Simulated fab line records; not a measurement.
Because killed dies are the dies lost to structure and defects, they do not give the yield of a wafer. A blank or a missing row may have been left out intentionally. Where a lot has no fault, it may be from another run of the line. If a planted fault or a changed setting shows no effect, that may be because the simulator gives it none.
fab line records / flow n5_finfet
record lots=4 wafers=12 last_day=20
route steps=1938 shown MOL_CONTACT_COAG@624 BEOL_M0_SAQP@632 BEOL_M4@1111
lots untouched by any fault: they come from a run of this same line in which no faults occurred
start_h: hours from the record's first day to the start of the lot's first wafer shown / wait_h: time in hours since the lot's previous step / " unchanged from the row above / L1.1+2: several wafers, shown together as one row / - value missing, or start not given / * or withheld: withheld / < > ~ a bound
route shown NAME@n: a module of which the file shows steps, and the number in the route of the first / usual: average and standard deviation across the fault-free wafers / same: alike in all rows / chamber/n: place in a boat / sites: the reading at each site / _std_site: how widely they spread, as a standard deviation / _edge_site: mean of outer sites minus mean of inner sites / radius_mm: for every site, how far away it sits from the centre of the wafer / mask NAME#n: copy n / behind: the most recent tool/chamber to have shaped the wafer / hold: cause of the lot's hold/its duration in hours/its outcome / device: names the non-switching transistor (n, p or np) / end of line: tests run on the same wafers once the route is complete / for a step that has no rows: nothing shown but its recipe / killed: dies lost to structure and defects at the first sort, not the wafer's yield / map: shows each die of a wafer: x if killed, . if not, _ if none is there
set.NAME: the setting as run; set.NAME@STEP: as run at that earlier step / model.NAME: the simulator's own value behind a step, which no gauge read
lots at some steps of the route; a table a step, a row a wafer
services: a tool's chamber out of use, with start hour (start_h, from the record's first day; less than 0 if before it), hours out, and reason
## steps
# step N5_MOL_CONTACT_COAG_CVD_140
# recipe material=W target_thk_a=665 mode=selective_fill temp_c=300 time_s=215
# step N5_MOL_CONTACT_COAG_PRECLEAN_127
# recipe chemistry=DIW time_s=57.5 temp_c=23
# step N5_MOL_CONTACT_COAG_SRD_128
# recipe dry_time_s=32 dry=n2_spin spin_rpm=1500
# step N5_MOL_CONTACT_COAG_CMP_52
# recipe stop_on=SiO2 t_overpolish_s=1.5 post_cmp_clean=w_dilute_nh4oh down_force_psi=4 platen_rpm=50.289 pad_velocity_m_s=1.0006 target_thk_nm=66.5
# step N5_MOL_CONTACT_COAG_ANNEAL_112
# recipe temp_c=400 time_s=1800 ambient=HPD2 pressure_atm=10
# step N5_BEOL_M0_SAQP_PECVD_00
# recipe material=SiCN target_thk_a=80 temp_c=withheld precursor=3MS/NH3 pressure_torr=3 rf_w=202 time_s=14
# step N5_BEOL_M0_SAQP_ILD_DEP_01
# recipe material=SiOC target_thk_a=454.19 temp_c=350 precursor=DEMS/O2 pressure_torr=5 rf_w=500 time_s=8.7
# step N5_BEOL_M0_SAQP_HM_DEP_02
# recipe material=TiN target_thk_a=120 temp_c=25 chamber_pressure_pa=0.49996
# step N5_BEOL_M0_SAQP_PECVD_03
# recipe material=SiCN target_thk_a=120 temp_c=withheld precursor=3MS/NH3 pressure_torr=3 rf_w=202 time_s=21.1
# step N5_BEOL_M0_SAQP_PECVD_96
# recipe material=a-Si target_thk_a=450 temp_c=350 precursor=SiH4/He pressure_torr=3 rf_w=100 time_s=45.2
# usual heater_power_w=581/57 rf_fwd_power_W=99.2/0.42 run_length_s=81.2/0.54 showerhead_plenum_p_Torr=5.66/0.041 throttle_valve_pct=18.0/0.56
lot.wafer=L565.1 tool=pecvd-04 chamber=1 start_h=166.07 wait_h=0.0 heater_power_w=530 rf_fwd_power_W=99.0 run_length_s=81.5 showerhead_plenum_p_Torr=5.71 since_wet_clean_h=1957 throttle_valve_pct=17.7 model.a-Si_of_BEOL_M0_SAQP_PECVD_96.thk_nm=45.2
lot.wafer=L565.5 tool=pecvd-04 chamber=1 start_h=166.07 wait_h=0.0 heater_power_w=525 rf_fwd_power_W=99.0 run_length_s=82.1 showerhead_plenum_p_Torr=5.71 since_wet_clean_h=- throttle_valve_pct=17.7 model.a-Si_of_BEOL_M0_SAQP_PECVD_96.thk_nm=45.6
lot.wafer=L565.6 tool=pecvd-04 chamber=0 start_h=166.07 wait_h=0.0 heater_power_w=574 rf_fwd_power_W=99.2 run_length_s=80.4 showerhead_plenum_p_Torr=5.61 since_wet_clean_h=- throttle_valve_pct=18.5 model.a-Si_of_BEOL_M0_SAQP_PECVD_96.thk_nm=45.8
lot.wafer=L567.3 tool=pecvd-04 chamber=1 start_h=173.90 wait_h=0.0 heater_power_w=484 rf_fwd_power_W=- run_length_s=79.9 showerhead_plenum_p_Torr=5.70 since_wet_clean_h=1965 throttle_valve_pct=17.5 model.a-Si_of_BEOL_M0_SAQP_PECVD_96.thk_nm=43.6
lot.wafer=L567.4 tool=pecvd-04 chamber=1 start_h=173.90 wait_h=0.0 heater_power_w=498 rf_fwd_power_W=- run_length_s=79.8 showerhead_plenum_p_Torr=5.71 since_wet_clean_h=- throttle_valve_pct=17.4 model.a-Si_of_BEOL_M0_SAQP_PECVD_96.thk_nm=44.4
lot.wafer=L567.5 tool=pecvd-04 chamber=0 start_h=173.90 wait_h=0.0 heater_power_w=540 rf_fwd_power_W=- run_length_s=79.0 showerhead_plenum_p_Torr=5.60 since_wet_clean_h=- throttle_valve_pct=18.9 model.a-Si_of_BEOL_M0_SAQP_PECVD_96.thk_nm=44.2
lot.wafer=L568.1 tool=pecvd-04 chamber=0 start_h=179.93 wait_h=0.0 heater_power_w=535 rf_fwd_power_W=- run_length_s=79.0 showerhead_plenum_p_Torr=5.61 since_wet_clean_h=1246 throttle_valve_pct=18.7 model.a-Si_of_BEOL_M0_SAQP_PECVD_96.thk_nm=43.2
lot.wafer=L568.2 tool=pecvd-04 chamber=1 start_h=179.93 wait_h=0.0 heater_power_w=558 rf_fwd_power_W=- run_length_s=80.4 showerhead_plenum_p_Torr=5.71 since_wet_clean_h=1971 throttle_valve_pct=17.3 model.a-Si_of_BEOL_M0_SAQP_PECVD_96.thk_nm=44.2
lot.wafer=L568.4 tool=pecvd-04 chamber=0 start_h=179.93 wait_h=0.0 heater_power_w=551 rf_fwd_power_W=- run_length_s=79.6 showerhead_plenum_p_Torr=5.61 since_wet_clean_h=- throttle_valve_pct=18.8 model.a-Si_of_BEOL_M0_SAQP_PECVD_96.thk_nm=43.6
lot.wafer=L573.4 tool=pecvd-02 chamber=0 start_h=207.16 wait_h=0.0 heater_power_w=712 rf_fwd_power_W=99.7 run_length_s=81.4 showerhead_plenum_p_Torr=5.68 since_wet_clean_h=- throttle_valve_pct=18.6 model.a-Si_of_BEOL_M0_SAQP_PECVD_96.thk_nm=45.4
lot.wafer=L573.5 tool=pecvd-02 chamber=2 start_h=207.16 wait_h=0.0 heater_power_w=563 rf_fwd_power_W=99.1 run_length_s=81.1 showerhead_plenum_p_Torr=5.62 since_wet_clean_h=- throttle_valve_pct=17.9 model.a-Si_of_BEOL_M0_SAQP_PECVD_96.thk_nm=45
lot.wafer=L573.6 tool=pecvd-02 chamber=1 start_h=207.16 wait_h=0.0 heater_power_w=529 rf_fwd_power_W=99.4 run_length_s=82.0 showerhead_plenum_p_Torr=5.67 since_wet_clean_h=- throttle_valve_pct=17.9 model.a-Si_of_BEOL_M0_SAQP_PECVD_96.thk_nm=45.2
# step N5_BEOL_M0_SAQP_PECVD_97
# recipe material=SiNx target_thk_a=230 temp_c=350 precursor=SiH4/NH3/N2 pressure_torr=1.5 rf_w=300 time_s=19.9
# step N5_BEOL_M0_SAQP_PECVD_04
# recipe material=a-Si target_thk_a=600 temp_c=350 precursor=SiH4/He pressure_torr=3 rf_w=100 time_s=60.2
# step N5_BEOL_M0_SAQP_HM_DEP_111
# recipe material=SiO2 target_thk_a=120 temp_c=400 precursor=SiH4/N2O pressure_torr=0.75 rf_w=275 time_s=7.2
# step N5_BEOL_M0_SAQP_COAT_81
# recipe resist=SOC temp_c=250 time_s=60 spin_rpm=1500 resist_thk_nm=100
# step N5_BEOL_M0_SAQP_COAT_82
# recipe resist=SiARC temp_c=220 time_s=60 spin_rpm=1500 resist_thk_nm=30
# step N5_BEOL_M0_SAQP_COAT_08
# recipe resist=CAR-ArF spin_rpm=1500 resist_thk_nm=90
# step N5_BEOL_M0_SAQP_EBR_10
# recipe solvent=PGMEA ebr_width_mm=1.5
# step N5_BEOL_M0_SAQP_SOFTBAKE_09
# recipe temp_c=110 time_s=60 resist=CAR-ArF
# step N5_BEOL_M0_SAQP_EXPOSE_11
# recipe mask_id=M0_CORE na=1.35 source_shape=dipole sigma_inner=0.538 sigma_outer=0.738 polarization=te target_cd_nm=42 dose_mj=55
# step N5_BEOL_M0_SAQP_PEB_12
# recipe peb_temp_c=withheld peb_time_s=60 resist=CAR-ArF
# step N5_BEOL_M0_SAQP_DEVELOP_13
# recipe develop_time_s=30 developer=TMAH resist=CAR-ArF dev_temp_c=23 rinse_liquid=diw dry=air_spin
# step N5_BEOL_M0_SAQP_DESCUM_19
# recipe chemistry=O2 time_s=7.9 source_power_w=50 bias_power_w=20 pressure_mtorr=20 rf_frequency_hz=2.712e+07 temp_c=40 resist=CAR-ArF o2_flow_sccm=225
# step N5_BEOL_M0_SAQP_ETCH_83
# recipe chemistry=CF4 target=SiARC target_depth_a=390 mask_material=CAR-ArF time_s=65 ion_energy_ev=80 pressure_mtorr=40 source_w=545 bias_w=36 Ar_flow_sccm=100 cf4_flow_sccm=100 ends=cleared
# step N5_BEOL_M0_SAQP_ETCH_84
# recipe chemistry=N2/H2 target=SOC target_depth_a=1000 overetch_a=200 mask_material=SiARC temp_c=40 time_s=150 ion_energy_ev=200 pressure_mtorr=30 source_w=840 bias_w=150 n2_flow_sccm=200 h2_flow_sccm=200
# step N5_BEOL_M0_SAQP_STRIP_80
# recipe chemistry=N2/H2 temp_c=40 n2_flow_sccm=200 h2_flow_sccm=200 rf_frequency_hz=6e+07
# step N5_BEOL_M0_SAQP_HM_OPEN_112
# recipe chemistry=CHF3/O2 target=SiO2 stop_on=a-Si target_depth_a=120 over_etch_frac=1.25 mask_material=SOC time_s=13.5 pressure_mtorr=30 source_w=650 bias_w=170 Ar_flow_sccm=200 CHF3_flow_sccm=50 O2_flow_sccm=5 ion_energy_ev=200 ends=end_point
# step N5_BEOL_M0_SAQP_STRIP_113
# recipe chemistry=CHF3/O2 resist=SiARC rf_frequency_hz=6e+07
# step N5_BEOL_M0_SAQP_MANDREL_ETCH_20
# recipe target_depth_a=600 chemistry=HBr/Cl2 target=a-Si stop_on=SiNx bt_time_s=10 mask_material=SOC over_etch_frac=0.5 time_s=30 pressure_mtorr=10 icp_w=800 bias_w=75 HBr_flow_sccm=150 Cl2_flow_sccm=80 ends=end_point
# step N5_BEOL_M0_SAQP_STRIP_86
# recipe chemistry=N2/H2 power_w=500 temp_c=40 pressure_mtorr=50 rf_frequency_hz=6e+07 overash_fraction=0.3 bias_power_w=28 h2_frac=0.5 n2_flow_sccm=300 h2_flow_sccm=300
# step N5_BEOL_M0_SAQP_STRIP_115
# recipe chemistry=post_etch_residue_remover time_s=60 temp_c=25 remover_ph=withheld remover_water_wt_pct=withheld remover_fluoride_wt_pct=withheld
# step N5_BEOL_M0_SAQP_SRD_93
# recipe dry=ipa_marangoni time_s=30 temp_c=23 rinse_liquid=diw
# step N5_BEOL_M0_SAQP_RECESS_114
# recipe chemistry=HF/NH3 target=SiO2 target_depth_a=144 afs_cycles=3 temp_c=30 sublimation_temp_c=180 sublimation_time_s=60
# step N5_BEOL_M0_SAQP_SPACER1_ALD_98
# recipe material=SiO2 target_thk_a=128 temp_c=300 ald_precursor_family=BDEAS ald_co_reactant=O2-plasma pulse_time_s=1 purge_time_s=2 co_reactant_purge_time_s=2 ald_cycles=138 pressure_torr=2
# step N5_BEOL_M0_SAQP_SPACER1_ETCHBACK_99
# recipe chemistry=CHF3/O2 mode=anisotropic_etchback target=SiO2 target_depth_a=154 time_s=7.7 pressure_mtorr=30 source_w=650 bias_w=170 Ar_flow_sccm=200 CHF3_flow_sccm=50 O2_flow_sccm=5 ion_energy_ev=200
# step N5_BEOL_M0_SAQP_MANDREL1_REMOVE_100
# recipe chemistry=HBr/Cl2/O2 bt_time_s=10 target=a-Si stop_on=SiNx endpoint=OES-SiCl over_etch_frac=0.85 icp_w=600 bias_w=30 HBr_flow_sccm=150 Cl2_flow_sccm=80 O2_flow_sccm=5 pressure_mtorr=10
# step N5_BEOL_M0_SAQP_MANDREL_ETCH_103
# recipe chemistry=HBr/Cl2 target=a-Si target_depth_a=450 bt_time_s=10 stop_on=SiCN mask_material=SiO2 over_etch_frac=0.8 time_s=27 pressure_mtorr=10 icp_w=800 bias_w=75 HBr_flow_sccm=150 Cl2_flow_sccm=80 ends=end_point
# usual drypump_motor_current_A=5.7/0.42 oes_product_au=0.684/0.013 rf_fwd_power_W=793.8/2.9 throttle_valve_pct=35.25/0.23
lot.wafer=L565.1 tool=rie_si-06 chamber=1 start_h=168.84 wait_h=0.0 drypump_motor_current_A=6.1 oes_product_au=0.688 rf_fwd_power_W=791.7 rf_hours_counter_h=51 throttle_valve_pct=35.30 model.etch.depth_nm=45.24
lot.wafer=L565.5 tool=rie_si-06 chamber=3 start_h=168.84 wait_h=0.0 drypump_motor_current_A=5.9 oes_product_au=0.703 rf_fwd_power_W=795.4 rf_hours_counter_h=- throttle_valve_pct=35.35 model.etch.depth_nm=45.53
lot.wafer=L565.6 tool=rie_si-06 chamber=0 start_h=168.84 wait_h=0.0 drypump_motor_current_A=5.6 oes_product_au=0.672 rf_fwd_power_W=793.3 rf_hours_counter_h=- throttle_valve_pct=35.59 model.etch.depth_nm=45.83
lot.wafer=L567.3 tool=rie_si-02 chamber=1 start_h=177.36 wait_h=0.0 drypump_motor_current_A=5.4 oes_product_au=0.687 rf_fwd_power_W=790.0 rf_hours_counter_h=37 throttle_valve_pct=35.11 model.etch.depth_nm=43.69
lot.wafer=L567.4 tool=rie_si-02 chamber=3 start_h=177.36 wait_h=0.0 drypump_motor_current_A=4.8 oes_product_au=0.678 rf_fwd_power_W=794.2 rf_hours_counter_h=28 throttle_valve_pct=35.41 model.etch.depth_nm=44.47
lot.wafer=L567.5 tool=rie_si-02 chamber=3 start_h=177.36 wait_h=0.0 drypump_motor_current_A=4.9 oes_product_au=0.675 rf_fwd_power_W=796.5 rf_hours_counter_h=- throttle_valve_pct=35.41 model.etch.depth_nm=44.18
lot.wafer=L568.1 tool=rie_si-02 chamber=1 start_h=182.36 wait_h=0.0 drypump_motor_current_A=5.4 oes_product_au=0.684 rf_fwd_power_W=794.6 rf_hours_counter_h=37 throttle_valve_pct=35.11 model.etch.depth_nm=43.24
lot.wafer=L568.2 tool=rie_si-02 chamber=2 start_h=182.36 wait_h=0.0 drypump_motor_current_A=6.0 oes_product_au=0.676 rf_fwd_power_W=788.4 rf_hours_counter_h=172 throttle_valve_pct=34.99 model.etch.depth_nm=44.11
lot.wafer=L568.4 tool=rie_si-02 chamber=3 start_h=182.36 wait_h=0.0 drypump_motor_current_A=4.8 oes_product_au=0.672 rf_fwd_power_W=795.3 rf_hours_counter_h=28 throttle_valve_pct=35.44 model.etch.depth_nm=43.6
lot.wafer=L573.4 tool=rie_si-04 chamber=1 start_h=211.18 wait_h=0.0 drypump_motor_current_A=6.1 oes_product_au=0.697 rf_fwd_power_W=796.6 rf_hours_counter_h=116 throttle_valve_pct=35.03 model.etch.depth_nm=45.32
lot.wafer=L573.5 tool=rie_si-04 chamber=3 start_h=211.18 wait_h=0.0 drypump_motor_current_A=5.3 oes_product_au=0.669 rf_fwd_power_W=790.4 rf_hours_counter_h=- throttle_valve_pct=35.39 model.etch.depth_nm=44.94
lot.wafer=L573.6 tool=rie_si-04 chamber=0 start_h=211.18 wait_h=0.0 drypump_motor_current_A=5.3 oes_product_au=0.692 rf_fwd_power_W=796.7 rf_hours_counter_h=- throttle_valve_pct=35.11 model.etch.depth_nm=45.25
# step N5_BEOL_M0_SAQP_SPACER2_ETCHBACK_27
# recipe chemistry=CHF3/O2 mode=anisotropic_etchback target=SiO2 target_depth_a=225 time_s=11.25 pressure_mtorr=30 source_w=650 bias_w=170 Ar_flow_sccm=200 CHF3_flow_sccm=50 O2_flow_sccm=5 ion_energy_ev=200
# usual O2_flow_sccm=4.999/0.016 drypump_motor_current_A=5.9/0.39 oes_product_au=0.81/0.086 rf_fwd_power_W=645.3/2.5 rf_vpp_V=522/6.4 showerhead_plenum_p_Torr=2.40/0.071 throttle_valve_pct=18.87/0.14
lot.wafer=L565.1 tool=rie_diel-06 chamber=2 start_h=170.24 wait_h=0.3 O2_flow_sccm=4.993 drypump_motor_current_A=5.5 oes_product_au=0.81 rf_fwd_power_W=640.7 rf_hours_counter_h=103 rf_vpp_V=522 showerhead_plenum_p_Torr=2.44 throttle_valve_pct=18.83 model.a-Si_of_BEOL_M0_SAQP_PECVD_96.thk_nm=43
lot.wafer=L565.5 tool=rie_diel-06 chamber=0 start_h=170.24 wait_h=0.3 O2_flow_sccm=4.988 drypump_motor_current_A=6.5 oes_product_au=0.78 rf_fwd_power_W=646.2 rf_hours_counter_h=- rf_vpp_V=529 showerhead_plenum_p_Torr=2.51 throttle_valve_pct=18.86 model.a-Si_of_BEOL_M0_SAQP_PECVD_96.thk_nm=43.4
lot.wafer=L565.6 tool=rie_diel-06 chamber=3 start_h=170.24 wait_h=0.3 O2_flow_sccm=4.971 drypump_motor_current_A=5.8 oes_product_au=0.70 rf_fwd_power_W=646.9 rf_hours_counter_h=- rf_vpp_V=517 showerhead_plenum_p_Torr=2.29 throttle_valve_pct=18.78 model.a-Si_of_BEOL_M0_SAQP_PECVD_96.thk_nm=43.6
lot.wafer=L567.3 tool=rie_diel-06 chamber=1 start_h=179.08 wait_h=0.4 O2_flow_sccm=5.020 drypump_motor_current_A=6.3 oes_product_au=0.95 rf_fwd_power_W=645.9 rf_hours_counter_h=11 rf_vpp_V=514 showerhead_plenum_p_Torr=2.37 throttle_valve_pct=18.91 model.a-Si_of_BEOL_M0_SAQP_PECVD_96.thk_nm=41.6
lot.wafer=L567.4 tool=rie_diel-06 chamber=2 start_h=179.08 wait_h=0.4 O2_flow_sccm=4.984 drypump_motor_current_A=5.5 oes_product_au=0.80 rf_fwd_power_W=647.1 rf_hours_counter_h=106 rf_vpp_V=522 showerhead_plenum_p_Torr=2.43 throttle_valve_pct=18.83 model.a-Si_of_BEOL_M0_SAQP_PECVD_96.thk_nm=42.2
lot.wafer=L567.5 tool=rie_diel-06 chamber=0 start_h=179.08 wait_h=0.4 O2_flow_sccm=5.010 drypump_motor_current_A=6.5 oes_product_au=0.77 rf_fwd_power_W=646.0 rf_hours_counter_h=- rf_vpp_V=525 showerhead_plenum_p_Torr=2.51 throttle_valve_pct=18.87 model.a-Si_of_BEOL_M0_SAQP_PECVD_96.thk_nm=42
lot.wafer=L568.1 tool=rie_diel-01 chamber=0 start_h=184.56 wait_h=0.4 O2_flow_sccm=5.000 drypump_motor_current_A=5.4 oes_product_au=0.93 rf_fwd_power_W=643.7 rf_hours_counter_h=14 rf_vpp_V=519 showerhead_plenum_p_Torr=2.37 throttle_valve_pct=18.86 model.a-Si_of_BEOL_M0_SAQP_PECVD_96.thk_nm=41
lot.wafer=L568.2 tool=rie_diel-01 chamber=2 start_h=184.56 wait_h=0.4 O2_flow_sccm=4.978 drypump_motor_current_A=5.6 oes_product_au=0.81 rf_fwd_power_W=646.0 rf_hours_counter_h=74 rf_vpp_V=527 showerhead_plenum_p_Torr=2.44 throttle_valve_pct=19.07 model.a-Si_of_BEOL_M0_SAQP_PECVD_96.thk_nm=42
lot.wafer=L568.4 tool=rie_diel-01 chamber=1 start_h=184.56 wait_h=0.4 O2_flow_sccm=4.989 drypump_motor_current_A=5.6 oes_product_au=0.70 rf_fwd_power_W=648.1 rf_hours_counter_h=238 rf_vpp_V=519 showerhead_plenum_p_Torr=2.28 throttle_valve_pct=19.18 model.a-Si_of_BEOL_M0_SAQP_PECVD_96.thk_nm=41.4
lot.wafer=L573.4 tool=rie_diel-01 chamber=0 start_h=213.59 wait_h=0.4 O2_flow_sccm=4.977 drypump_motor_current_A=5.4 oes_product_au=0.91 rf_fwd_power_W=645.9 rf_hours_counter_h=21 rf_vpp_V=518 showerhead_plenum_p_Torr=2.37 throttle_valve_pct=18.87 model.a-Si_of_BEOL_M0_SAQP_PECVD_96.thk_nm=43.2
lot.wafer=L573.5 tool=rie_diel-01 chamber=1 start_h=213.59 wait_h=0.4 O2_flow_sccm=4.979 drypump_motor_current_A=5.6 oes_product_au=0.70 rf_fwd_power_W=645.5 rf_hours_counter_h=- rf_vpp_V=518 showerhead_plenum_p_Torr=2.28 throttle_valve_pct=19.21 model.a-Si_of_BEOL_M0_SAQP_PECVD_96.thk_nm=42.8
lot.wafer=L573.6 tool=rie_diel-01 chamber=2 start_h=213.59 wait_h=0.4 O2_flow_sccm=4.998 drypump_motor_current_A=5.7 oes_product_au=0.80 rf_fwd_power_W=647.0 rf_hours_counter_h=- rf_vpp_V=528 showerhead_plenum_p_Torr=2.43 throttle_valve_pct=19.10 model.a-Si_of_BEOL_M0_SAQP_PECVD_96.thk_nm=43
# step N5_BEOL_M4_RC_MEAS_101
# usual DIBL_N=36.3/1.1 DIBL_P=36.3/1.4 IOFF_N=0.155/0.019 IOFF_P=0.211/0.027 ION_N=672/8.5 ION_P=462/5.8 SS_N=71.5/0.56 SS_P=73.3/0.52 VT_N=249.9/2.5 VT_P=-249.8/2.8
lot.wafer=L565.1 tool=prober-02 chamber=0 start_h=311.05 wait_h=0.0 DIBL_N[mV/V]=37.1 DIBL_P[mV/V]=38.0 IOFF_N[nA/um]=0.147 IOFF_P[nA/um]=0.188 ION_N[uA/um]=670 ION_P[uA/um]=454 SS_N[mV/dec]=71.0 SS_P[mV/dec]=73.7 VT_N[mV]=251.5 VT_P[mV]=-250.6
lot.wafer=L565.5 tool=prober-02 chamber=0 start_h=311.05 wait_h=0.0 DIBL_N[mV/V]=36.5 DIBL_P[mV/V]=37.2 IOFF_N[nA/um]=0.148 IOFF_P[nA/um]=0.181 ION_N[uA/um]=670 ION_P[uA/um]=455 SS_N[mV/dec]=71.5 SS_P[mV/dec]=72.3 VT_N[mV]=249.4 VT_P[mV]=-254.8
lot.wafer=L565.6 tool=prober-02 chamber=0 start_h=311.05 wait_h=0.0 DIBL_N[mV/V]=36.9 DIBL_P[mV/V]=37.3 IOFF_N[nA/um]=0.154 IOFF_P[nA/um]=0.184 ION_N[uA/um]=675 ION_P[uA/um]=455 SS_N[mV/dec]=70.8 SS_P[mV/dec]=73.3 VT_N[mV]=250.4 VT_P[mV]=-252.2
lot.wafer=L567.3 tool=prober-01 chamber=0 start_h=324.41 wait_h=0.3 DIBL_N[mV/V]=36.5 DIBL_P[mV/V]=36.3 IOFF_N[nA/um]=0.144 IOFF_P[nA/um]=0.179 ION_N[uA/um]=664 ION_P[uA/um]=454 SS_N[mV/dec]=71.0 SS_P[mV/dec]=72.9 VT_N[mV]=252.7 VT_P[mV]=-253.3
lot.wafer=L567.4 tool=prober-01 chamber=0 start_h=324.41 wait_h=0.3 DIBL_N[mV/V]=37.4 DIBL_P[mV/V]=38.0 IOFF_N[nA/um]=0.157 IOFF_P[nA/um]=0.202 ION_N[uA/um]=668 ION_P[uA/um]=453 SS_N[mV/dec]=71.6 SS_P[mV/dec]=73.4 VT_N[mV]=251.0 VT_P[mV]=-252.1
lot.wafer=L567.5 tool=prober-01 chamber=0 start_h=324.41 wait_h=0.3 DIBL_N[mV/V]=37.2 DIBL_P[mV/V]=37.4 IOFF_N[nA/um]=0.153 IOFF_P[nA/um]=0.197 ION_N[uA/um]=668 ION_P[uA/um]=454 SS_N[mV/dec]=72.6 SS_P[mV/dec]=73.4 VT_N[mV]=248.3 VT_P[mV]=-252.3
lot.wafer=L568.1 tool=prober-01 chamber=0 start_h=335.47 wait_h=0.0 DIBL_N[mV/V]=35.5 DIBL_P[mV/V]=34.0 IOFF_N[nA/um]=0.142 IOFF_P[nA/um]=0.183 ION_N[uA/um]=671 ION_P[uA/um]=461 SS_N[mV/dec]=70.7 SS_P[mV/dec]=72.5 VT_N[mV]=250.7 VT_P[mV]=-249.9
lot.wafer=L568.2 tool=prober-01 chamber=0 start_h=335.47 wait_h=0.0 DIBL_N[mV/V]=36.5 DIBL_P[mV/V]=35.7 IOFF_N[nA/um]=0.165 IOFF_P[nA/um]=0.208 ION_N[uA/um]=672 ION_P[uA/um]=459 SS_N[mV/dec]=72.0 SS_P[mV/dec]=73.7 VT_N[mV]=248.7 VT_P[mV]=-251.2
lot.wafer=L568.4 tool=prober-01 chamber=0 start_h=335.47 wait_h=0.0 DIBL_N[mV/V]=35.5 DIBL_P[mV/V]=33.9 IOFF_N[nA/um]=0.141 IOFF_P[nA/um]=0.182 ION_N[uA/um]=662 ION_P[uA/um]=455 SS_N[mV/dec]=71.2 SS_P[mV/dec]=73.4 VT_N[mV]=252.6 VT_P[mV]=-252.8
lot.wafer=L573.4 tool=prober-01 chamber=0 start_h=376.75 wait_h=0.5 DIBL_N[mV/V]=35.4 DIBL_P[mV/V]=34.8 IOFF_N[nA/um]=0.151 IOFF_P[nA/um]=0.195 ION_N[uA/um]=681 ION_P[uA/um]=464 SS_N[mV/dec]=71.3 SS_P[mV/dec]=73.0 VT_N[mV]=250.4 VT_P[mV]=-250.3
lot.wafer=L573.5 tool=prober-01 chamber=0 start_h=376.75 wait_h=0.5 DIBL_N[mV/V]=36.7 DIBL_P[mV/V]=36.3 IOFF_N[nA/um]=0.170 IOFF_P[nA/um]=0.219 ION_N[uA/um]=685 ION_P[uA/um]=466 SS_N[mV/dec]=71.9 SS_P[mV/dec]=73.4 VT_N[mV]=247.7 VT_P[mV]=-248.3
lot.wafer=L573.6 tool=prober-01 chamber=0 start_h=376.75 wait_h=0.5 DIBL_N[mV/V]=36.6 DIBL_P[mV/V]=36.2 IOFF_N[nA/um]=0.169 IOFF_P[nA/um]=0.214 ION_N[uA/um]=684 ION_P[uA/um]=467 SS_N[mV/dec]=71.5 SS_P[mV/dec]=73.8 VT_N[mV]=248.6 VT_P[mV]=-247.7
## services
tool=pecvd-02 chamber=- start_h=146.48 hours=1.5 kind=repair
tool=pecvd-04 chamber=0 start_h=148.08 hours=16.5 kind=scheduled_down
tool=rie_diel-01 chamber=2 start_h=154.65 hours=6.9 kind=repair
tool=rie_si-06 chamber=0 start_h=180.07 hours=11.6 kind=repair
tool=rie_diel-01 chamber=0 start_h=189.86 hours=5.1 kind=repair
tool=rie_si-06 chamber=2 start_h=193.58 hours=4.4 kind=repair
tool=rie_diel-01 chamber=2 start_h=208.89 hours=1.8 kind=repair
tool=pecvd-04 chamber=- start_h=210.50 hours=0.8 kind=pm
## key
first_sign step=N5_BEOL_M0_SAQP_PECVD_96 reading=run_length_s direction=down sigmas=3 usual=* struck=*
effect none on later readings
model_effect step=N5_BEOL_M0_SAQP_PECVD_96 value=a-Si_of_BEOL_M0_SAQP_PECVD_96.thk_nm without=45.63 struck=43.87
model_effect step=N5_BEOL_M0_SAQP_MANDREL_ETCH_103 value=etch.depth_nm without=45.6 struck=43.88
model_effect step=N5_BEOL_M0_SAQP_SPACER2_ETCHBACK_27 value=a-Si_of_BEOL_M0_SAQP_PECVD_96.thk_nm without=43.43 struck=41.7
met_at N5_BEOL_M0_SAQP_PECVD_96
struck_wafers L567.3,L567.4,L567.5,L568.1,L568.2,L568.4
onset_between 166.07 173.90
fault kind=process_parameter_drift tool=pecvd-04 chamber=- onset_h=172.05 steps=N5_BEOL_M0_SAQP_PECVD_96 channel=time_s offset=* shape=step end_h=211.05 acts_in=* stated=*
